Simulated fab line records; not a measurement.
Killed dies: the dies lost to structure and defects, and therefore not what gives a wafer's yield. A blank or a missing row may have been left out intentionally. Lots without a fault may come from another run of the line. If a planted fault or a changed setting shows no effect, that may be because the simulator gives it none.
Chamber matching + flow n5-finfet + N5_GATE_CUT_ETCH_36 on rie-diel-02: 4 sister chambers
The step etches SiARC in CF4, target depth 13 nm, time 21.7 s. 14 wafers are shown with their chamber, then 7 later ones without.

== EACH WAFER AND ITS CHAMBER ==
| wafer  | chamber | showerhead-plenum-p-Torr (Torr) | oes-product-au (a.u.) | throttle-valve-pct (%) |
|--------|---------|---------------------------------|-----------------------|------------------------|
| L075.2 | 1       | 2.02                            | 0.61                  | 16.02                  |
| L075.4 | 2       | 2.03                            | 0.58                  | 15.71                  |
| L075.5 | 0       | 2.23                            | 0.65                  | 15.92                  |
| L077.1 | 2       | 2.03                            | 0.58                  | 15.73                  |
| L077.4 | 3       | 2.24                            | 0.65                  | 15.78                  |
| L077.6 | 3       | 2.24                            | 0.65                  | 15.75                  |
| L079.1 | 3       | 2.24                            | 0.64                  | 15.77                  |
| L079.3 | 0       | 2.23                            | 0.65                  | 15.95                  |
| L079.5 | 0       | 2.23                            | 0.65                  | 15.94                  |
| L080.1 | 3       | 2.23                            | 0.65                  | 15.79                  |
| L080.2 | 0       | 2.23                            | 0.65                  | 15.94                  |
| L080.4 | 3       | 2.23                            | 0.65                  | 15.81                  |
| L081.1 | 3       | 2.23                            | 0.65                  | 15.81                  |
| L081.2 | 0       | 2.22                            | 0.64                  | 15.94                  |

SIGNATURES (averages over the wafers above)
| reading                  | chamber 0 | chamber 1 | chamber 2 | chamber 3 | scatter within a chamber |
|--------------------------|-----------|-----------|-----------|-----------|--------------------------|
| showerhead-plenum-p-Torr | 2.2280    | 2.0200    | 2.0300    | 2.2350    | 0.0048                   |
| oes-product-au           | 0.6480    | 0.6100    | 0.5800    | 0.6483    | 0.00404                  |
| throttle-valve-pct       | 15.9380   | 16.0200   | 15.7200   | 15.7850   | 0.0185                   |
Rule: distance of a wafer from a chamber = root of the sum over the readings of ((wafer's reading minus chamber's mean) / reading's scatter) squared. The wafer belongs to the nearest chamber; if the next one is less than 2 further off, it can't be placed. The scatter: take each reading less its chamber's mean, square it, sum over the shown wafers, divide by the number of wafers less the number of chambers, and take the root.

== WAFERS WITHOUT THEIR CHAMBER ==
| wafer  | showerhead-plenum-p-Torr (Torr) | oes-product-au (a.u.) | throttle-valve-pct (%) |
|--------|---------------------------------|-----------------------|------------------------|
| L081.3 | 2.03                            | 0.58                  | 15.74                  |
| L089.1 | 2.22                            | 0.63                  | 15.98                  |
| L089.5 | 2.22                            | 0.62                  | 15.98                  |
| L089.6 | 2.29                            | 0.82                  | 15.25                  |
| L090.1 | 2.22                            | 0.62                  | 15.98                  |
| L090.3 | 2.23                            | 0.63                  | 15.83                  |
| L090.5 | 2.22                            | 0.63                  | 15.98                  |

== EACH ONE'S CHAMBER ==
| wafer  | from the rows above | in truth                   |
|--------|---------------------|----------------------------|
| L081.3 | 2                   | 2                          |
| L089.1 | 0                   | 0                          |
| L089.5 | 0                   | 0                          |
| L089.6 | 3                   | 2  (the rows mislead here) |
| L090.1 | 0                   | 0                          |
| L090.3 | 3                   | 3                          |
| L090.5 | 0                   | 0                          |
6 of 7 placed correctly. Left unplaced by these rows: 0. Wrongly placed: 1.
